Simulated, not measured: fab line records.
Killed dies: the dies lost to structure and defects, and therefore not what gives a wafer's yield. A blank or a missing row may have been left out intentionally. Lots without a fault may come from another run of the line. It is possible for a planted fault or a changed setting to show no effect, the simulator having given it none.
What tool caused it?    flow nand-harc    12 lots with 36 wafers sampled at 5 steps, on a route of 1159 steps

== WHAT THE GAUGES SHOWED, per wafer ==
NHARC_P_M1_THK_MEAS_24: measures by xrf. Usual: 157.5 nm for thk-nm, sd 1.5.
lot   measured      on             thk-nm (nm)        flag
L477  day 6 05:25   film-metro-02  158.6 157.4 157.5  
L478  day 6 18:28   film-metro-01  157.4 159.5 159.6  
L479  day 6 18:58   film-metro-01  159.2 158.2 156.1  
L482  day 7 11:14   film-metro-01  158.7 159.1 159.9  
L483  day 7 12:24   film-metro-01  156.4 155.8 157.2  
L484  day 7 19:26   film-metro-02  158.2 157.8 158.8  
L486  day 8 05:46   film-metro-02  159.5 160.0 158.1  
L485  day 8 08:32   film-metro-02  159.1 158.6 158.5  
L491  day 9 08:50   film-metro-01  158.3 156.9 156.1  
L492  day 10 00:57  film-metro-01  157.2 157.4 158.7  
L494  day 10 11:44  film-metro-02  158.7 158.2 158.9  
L497  day 11 03:22  film-metro-01  157.2 155.4 157.5  

NHARC_P_M2_CD_MEAS_16. Usual: 170.1 nm for cd-nm, sd 0.65.
lot   measured      on         cd-nm (nm)         flag
L477  day 6 07:28   cd-sem-01  170.3 170.3 170.4  
L478  day 6 20:44   cd-sem-01  170.4 170.4 169.7  
L479  day 6 20:59   cd-sem-01  171.0 170.6 170.6  
L482  day 7 13:13   cd-sem-03  170.7 171.2 171.1  
L483  day 7 14:30   cd-sem-02  170.2 169.5 169.8  
L484  day 7 21:28   cd-sem-01  170.0 169.7 169.7  
L486  day 8 07:41   cd-sem-02  170.9 170.6 171.3  
L485  day 8 10:35   cd-sem-01  170.2 169.7 169.9  
L491  day 9 10:58   cd-sem-02  169.8 168.8 169.1  
L492  day 10 02:59  cd-sem-02  170.5 170.1 170.1  
L494  day 10 13:49  cd-sem-01  170.2 170.3 169.9  
L497  day 11 05:17  cd-sem-02  170.7 169.8 170.7  

NHARC_END_SORT_01. Usual: defect-limited-yield 95.7 %, standard deviation 1.5; killed-at-array 26, standard deviation 9.9; killed-at-other 0.8, standard deviation 1; killed-at-periphery 2.8, standard deviation 2.2; killed-dies 29, standard deviation 9.9; killed-open 3.2, standard deviation 1.8; killed-short 2.1, standard deviation 1.4; sort_bin_2_pct 1.3 %, standard deviation 0.54; sort_bin_3_pct 0.23 %, standard deviation 0.2; sort_bin_4_pct 2.8 %, standard deviation 1; sort-n-pass 648, standard deviation 9.9; sort-rim-yield-pct 95 %, standard deviation 3.5; sort-yield-pct 95.7 %, standard deviation 1.5.
lot   measured      on         defect-limited-yield (%)  killed-at-array  killed-at-other  killed-at-periphery  killed-dies  killed-open  killed-short  sort_bin_2_pct (%)  sort_bin_3_pct (%)  sort_bin_4_pct (%)  sort-n-pass  sort-rim-yield-pct (%)  sort-yield-pct (%)  flag
L484  day 21 00:56  prober-02  93.9 95.1 93.5            39 31 43         0 2 1            2 0 0                41 33 44     6 3 6        1 1 1         1.8 1.8 1.9         0.15 0.30 0.30      4.1 2.8 4.3         636 644 633  86 93 92                93.9 95.1 93.5      
L494  day 23 12:43  prober-01  94.4 93.2 93.4            33 39 41         2 2 1            3 5 3                38 46 45     1 8 5        2 4 0         1.5 3.0 2.4         0.59 0.44 0.30      3.5 3.4 4.0         639 631 632  95 88 95                94.4 93.2 93.4      

== WHAT TOOL EACH LOT RAN ON (gives the tool, then ch and the chambers of the sampled wafers, and finally the start) ==
lot   NHARC_P_M1_DEP_33               NHARC_P_M2_ETCH_28
L477  pecvd-04 ch 0,1,2, day 6 05:49  rie-diel-12 ch 1,2,3, day 6 07:47
L478  pecvd-03 ch 0,1,2, day 6 18:54  rie-diel-12 ch 0,1,2, day 6 21:03
L479  pecvd-04 ch 0,1,2, day 6 19:16  rie-diel-12 ch 0,1,3, day 6 21:19
L482  pecvd-04 ch 0,1,2, day 7 11:32  rie-diel-09 ch 0,1,3, day 7 13:32
L483  pecvd-03 ch 1,2, day 7 12:50    rie-diel-09 ch 0,2,3, day 7 14:53
L484  pecvd-04 ch 0,1,2, day 7 19:44  rie-diel-12 ch 1,3, day 7 21:47
L486  pecvd-02 ch 1,2, day 8 06:06    rie-diel-08 ch 1,3, day 8 07:59
L485  pecvd-04 ch 0,2, day 8 08:53    rie-diel-12 ch 0,2, day 8 10:54
L491  pecvd-03 ch 1,2, day 9 09:13    rie-diel-08 ch 0,1,3, day 9 11:30
L492  pecvd-02 ch 0,2, day 10 01:17   rie-diel-12 ch 0,2,3, day 10 03:18
L494  pecvd-02 ch 0,2, day 10 12:02   rie-diel-12 ch 0,2, day 10 14:10
L497  pecvd-04 ch 0,2, day 11 03:45   rie-diel-09 ch 0,1, day 11 05:38
- NHARC_P_M1_DEP_33: deposits SiCN, target thk 30 nm.
- NHARC_P_M2_ETCH_28: etches the open film in CF4/N2, target depth 30 nm, time 72.99 s.

== AS READ BY THE TOOLS THEMSELVES (means over the sampled wafers that have a number; for cases with no such wafer, the mark the record gives instead) ==
NHARC_P_M1_DEP_33. Usual: heater-power-w 597 W, standard deviation 57; susceptor-temp-C 369.97 C, standard deviation 0.24.
lot   tool      heater-power-w (W)  susceptor-temp-C (C)  flag
L477  pecvd-04  656                 369.97                
L478  pecvd-03  524                 370.13                
L479  pecvd-04  589                 370.09                
L482  pecvd-04  641                 370.17                
L483  pecvd-03  577                 369.87                
L484  pecvd-04  624                 369.84                
L486  pecvd-02  561                 369.98                
L485  pecvd-04  668                 369.94                
L491  pecvd-03  556                 369.85                
L492  pecvd-02  562                 370.13                
L494  pecvd-02  621                 369.89                
L497  pecvd-04  671                 369.97                

NHARC_P_M2_ETCH_28. Usual: drypump-motor-current-A 6.0 A, standard deviation 0.38; oes-product-au 1.000 a.u., standard deviation 0.0093; rf-vpp-V 314.7 V, standard deviation 1.6; run-length-s 94.2 s, standard deviation 0.41; showerhead-plenum-p-Torr 2.66 Torr, standard deviation 0.079; throttle-valve-pct 19.795 %, standard deviation 0.0095.
lot   tool         drypump-motor-current-A (A)  oes-product-au (a.u.)  rf-vpp-V (V)  run-length-s (s)  showerhead-plenum-p-Torr (Torr)  throttle-valve-pct (%)  flag
L477  rie-diel-12  5.8                          0.998                  314.9         94.4              2.63                             19.793                  
L478  rie-diel-12  6.1                          0.992                  315.3         94.1              2.68                             19.796                  
L479  rie-diel-12  5.8                          0.990                  315.2         94.1              2.68                             19.797                  
L482  rie-diel-09  5.9                          1.011                  314.0         94.1              2.62                             19.793                  
L483  rie-diel-09  5.9                          1.000                  314.0         94.1              2.68                             19.792                  
L484  rie-diel-12  5.6                          1.000                  314.4         94.4              2.64                             19.793                  
L486  rie-diel-08  6.4                          1.007                  315.1         93.9              2.71                             19.802                  
L485  rie-diel-12  6.3                          1.004                  315.7         94.0              2.73                             19.801                  
L491  rie-diel-08  6.3                          0.999                  316.1         93.9              2.71                             19.797                  
L492  rie-diel-12  6.1                          1.013                  314.7         98.0              2.68                             19.789                  OFF
L494  rie-diel-12  6.4                          1.003                  314.7         98.1              2.68                             19.795                  OFF
L497  rie-diel-09  5.8                          1.000                  313.2         93.9              2.61                             19.804                  

== THE ANSWER, worked out from the rows above alone ==
Rule: a lot is off if the mean of its wafers that have a number lies more than 3 standard deviations from the usual mean. A lot without any number at a reading at which 4 lots or more have one is off too. Any other lot the step has rows for is counted as sound. After the gauges, taken in route order, come the tools' own readings; for these a lot's mean is taken, as printed above. The first step at which some lot is off is used, and at that step the reading that is off furthest; a lot without a number counts as furthest.
Off at NHARC_P_M2_ETCH_28 (run-length-s): L492, L494.
If a tool, at that step or one of the process steps before it, ran each lot that is off and ran no sound lot following the first of them, it fits. 2 tools fit, pecvd-02 at NHARC_P_M1_DEP_33 and rie-diel-12 at NHARC_P_M2_ETCH_28, so this cannot tell which one it is.

== WHAT THE SIMULATOR PUT IN ==
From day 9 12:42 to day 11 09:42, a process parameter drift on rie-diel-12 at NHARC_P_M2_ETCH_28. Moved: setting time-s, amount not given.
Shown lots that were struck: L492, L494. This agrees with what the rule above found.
